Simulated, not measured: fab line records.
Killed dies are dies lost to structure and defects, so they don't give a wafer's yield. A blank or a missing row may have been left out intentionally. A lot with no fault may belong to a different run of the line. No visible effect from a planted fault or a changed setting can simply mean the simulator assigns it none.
Comparing a struck lot with a sound one | flow n5 finfet | 16 steps out of a route of 1938
Sound: wafers L388.3, L388.5, L388.6. Struck: wafer L404.4 (L404.2, L404.3, from the same lot, were not struck and are left out); the cause is given at the end.
At each step with rows: each side's tool, then ch and its chambers, then its first start. Under that, the readings that differ: sound wafers | struck wafers | difference of the means | sigmas: that difference in standard deviations of wafers without a fault.
alike: a reading whose means differ by less than 2 such deviations, as well as words and numbers matching on both sides. not compared: withheld readings; readings where some wafer has no value; bounds like >300 that might hide an equal value; numbers whose values overlap and for which the record gives no deviation.
The two part at a step that has a row with sigmas, a row that says differs or no value, or rows on one side only. Numbers that don't overlap but have no deviation are shown without sigmas and don't part them. Lack of a reading on every wafer of one side parts them only where that side has two or more wafers.

first, 7 steps without rows for these wafers: N5_SDB_COAT_04 (time 60 s, resist thk 18 nm); N5_SDB_COAT_05 (resist thk 90 nm); N5_SDB_EBR_07; N5_SDB_SOFTBAKE_06 (time 60 s); N5_SDB_EXPOSE_08 (exposes mask SDB); N5_SDB_PEB_09 (peb time 60 s); N5_SDB_DEVELOP_10 (develop time 30 s).
N5_SDB_CD_MEAS_11: target cd 50 nm.
  sound on cd sem-03 ch 0, day 4 22:53; struck on cd sem-02 ch 0, day 9 00:55
  reading    | sound          | struck | difference | sigmas
  cd nm (nm) | 50.9 51.8 51.5 | 49.1   | -2.3       | -2
N5_SDB_OVL_MEAS_12:
  sound on overlay-01 ch 0, day 4 22:55; struck on overlay-02 ch 0, day 9 00:56
  alike: SDB_OVL
N5_SDB_INSPECT_13: inspects for defects (brightfield).
  sound on defect inspect-02 at day 4 22:56; struck on defect inspect-02 at day 9 00:58
  alike: raw defect count
N5_SDB_DESCUM_16: chemistry O2, time 7.9 s.
  sound on rie diel-01 ch 2,3, day 4 23:13; struck on rie diel-05 ch 2, day 9 01:32
  alike: drypump motor current A, oes product au, rf vpp V, showerhead plenum p Torr, throttle valve pct
  not compared: rf hours counter h
N5_SDB_ETCH_17: etches SiARC in CF4, target depth 23.4 nm, time 39 s.
  sound on rie diel-01 ch 2,3, day 4 23:14; struck on rie diel-05 ch 2, day 9 01:34
  alike: drypump motor current A, etch rf on time s, mfc ar sccm, oes product au, rf fwd power W, rf vpp V, showerhead plenum p Torr, throttle valve pct
  not compared: rf hours counter h
N5_SDB_ETCH_18: etches SOC in N2/H2, target depth 100 nm, overetch 20 nm, time 150 s.
  sound on rie diel-01 ch 2,3, day 4 23:17; struck on rie diel-05 ch 2, day 9 01:36
  reading                                | sound             | struck | difference | sigmas
  rf fwd power W (W)                     | 836.9 836.5 838.4 | 1034.7 | +197.4     | +79
  rf vpp V (V)                           | 526.4 526.2 524.8 | 488.7  | -37.1      | -21
  model.SiARC_of_SDB_COAT_04.thk nm (nm) | 12.8 12.6 12.8    | 12     | -1         |
  alike: drypump motor current A, oes product au, showerhead plenum p Torr, throttle valve pct
  not compared: rf hours counter h
then, 1 step without rows for these wafers: N5_SDB_STRIP_19 (strips in N2/H2).
-- the record jumps here: 5 days lie between the struck wafers' starts before and after (it left off in module SDB and takes up again in module BEOL_M4, whose first step shown is number 1111 of the route) --
N5_BEOL_M4_RC_MEAS_101:
  sound on prober-02 ch 0, day 9 15:17; struck on prober-02 ch 0, day 13 14:48
  reading       | sound          | struck | difference | sigmas
  ION_P (uA/um) | 450 456 446    | 469    | +18        | +2
  VT_P (mV)     | -256 -256 -259 | -250   | +7         | +2
  alike: DIBL_N, DIBL_P, IOFF_N, IOFF_P, ION_N, SS_N, SS_P, VT_N
-- record jumps: 5 days separate the struck wafers' starts on either side; left off in module BEOL_M4, taken up again in module PASSIVATION, whose first shown step is the route's number 1936 --
N5_PASSIVATION_PROBE_49:
  the record has rows for the struck wafers here (prober-01, day 18 03:30) and none for the sound ones

== WHERE THEY PART ==
Earliest at N5_SDB_CD_MEAS_11; latest, in this record, at N5_PASSIVATION_PROBE_49.

WHY: the cause the simulator had injected
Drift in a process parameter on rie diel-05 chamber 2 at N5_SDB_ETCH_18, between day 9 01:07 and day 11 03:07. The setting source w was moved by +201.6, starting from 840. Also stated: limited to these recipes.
